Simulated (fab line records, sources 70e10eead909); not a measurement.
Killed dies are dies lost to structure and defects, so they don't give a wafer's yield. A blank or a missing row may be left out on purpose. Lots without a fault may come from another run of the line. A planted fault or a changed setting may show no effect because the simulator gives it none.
Chamber matching | flow nand_harc | NHARC_P_ZERO_WELL_ETCH_65 on rie_diel-04: 4 sister chambers
The step etches the open film in N2/H2, target depth 80 nm, overetch 24 nm, time 87.88 s. 24 wafers are shown with their chamber, then 12 later ones without.

WAFERS WITH THEIR CHAMBER
wafer  | chamber | drypump_motor_current_A (A) | showerhead_plenum_p_Torr (Torr) | rf_vpp_V (V)
L075.1 | 2       | 5.9                         | 1.92                            | 427.4
L075.2 | 0       | 5.7                         | 2.03                            | 430.4
L075.3 | 1       | 5.7                         | 1.95                            | 427.0
L075.4 | 3       | 6.3                         | 1.92                            | 427.6
L075.5 | 0       | 5.7                         | 2.03                            | 430.4
L075.6 | 1       | 5.7                         | 1.95                            | 427.9
L078.2 | 0       | 5.7                         | 2.03                            | 429.4
L078.5 | 0       | 5.7                         | 2.03                            | 430.0
L078.6 | 3       | 6.2                         | 1.92                            | 426.7
L080.3 | 0       | 5.7                         | 2.02                            | 432.0
L080.4 | 1       | 5.7                         | 1.94                            | 427.8
L080.6 | 1       | 5.7                         | 1.94                            | 427.5
L081.2 | 3       | 6.2                         | 1.92                            | 428.1
L081.3 | 1       | 5.7                         | 1.94                            | 427.7
L081.6 | 1       | 5.7                         | 1.94                            | 429.3
L083.1 | 2       | 5.9                         | 1.91                            | 425.4
L083.2 | 3       | 6.2                         | 1.91                            | 427.5
L083.6 | 1       | 5.7                         | 1.94                            | 426.4
L084.3 | 0       | 5.7                         | 2.02                            | 428.6
L084.4 | 1       | 5.7                         | 1.94                            | 429.0
L084.5 | 3       | 6.2                         | 1.91                            | 425.6
L085.2 | 2       | 5.9                         | 1.91                            | 427.3
L085.4 | 1       | 5.7                         | 1.94                            | 427.0
L085.6 | 2       | 5.9                         | 1.91                            | 427.3

SIGNATURES (means of the wafers above)
reading                  | chamber 0 | chamber 1 | chamber 2 | chamber 3 | scatter within a chamber
drypump_motor_current_A  | 5.700     | 5.700     | 5.900     | 6.220     | 0.02
showerhead_plenum_p_Torr | 2.0267    | 1.9422    | 1.9125    | 1.9160    | 0.00492
rf_vpp_V                 | 430.133   | 427.733   | 426.850   | 427.100   | 1
Rule: a wafer's distance from a chamber is the root of the sum, over the readings, of the square of ((its reading less the chamber's mean) divided by the reading's scatter). The wafer belongs to the nearest chamber; if the next one is less than 2 further off, it can't be placed. The scatter: the root of (the sum of the squares of (reading less its chamber's mean) over the shown wafers, divided by (wafers less chambers)).

WAFERS WITHOUT THEIR CHAMBER
wafer  | drypump_motor_current_A (A) | showerhead_plenum_p_Torr (Torr) | rf_vpp_V (V)
L086.3 | 6.2                         | 1.91                            | 427.3
L086.4 | 5.7                         | 1.94                            | 428.6
L086.6 | 5.7                         | 1.94                            | 428.9
L087.1 | 5.7                         | 1.94                            | 428.1
L087.3 | 5.9                         | 1.91                            | 426.7
L087.4 | 5.7                         | 2.02                            | 430.6
L088.1 | 5.7                         | 2.02                            | 430.9
L088.3 | 5.7                         | 1.94                            | 427.8
L088.4 | 5.9                         | 1.90                            | 427.8
L089.1 | 5.7                         | 1.94                            | 427.7
L089.3 | 5.9                         | 1.90                            | 426.7
L089.4 | 5.7                         | 2.01                            | 428.8

WHICH CHAMBER EACH WENT THROUGH
wafer  | from the rows above | in truth
L086.3 | 3                   | 3
L086.4 | 1                   | 1
L086.6 | 1                   | 1
L087.1 | 1                   | 1
L087.3 | 2                   | 2
L087.4 | 0                   | 0
L088.1 | 0                   | 0
L088.3 | 1                   | 1
L088.4 | 2                   | 2
L089.1 | 1                   | 1
L089.3 | 2                   | 2
L089.4 | 0                   | 0
Placed correctly: 12 of 12. Can't be placed from these rows: 0. Placed wrongly: 0.
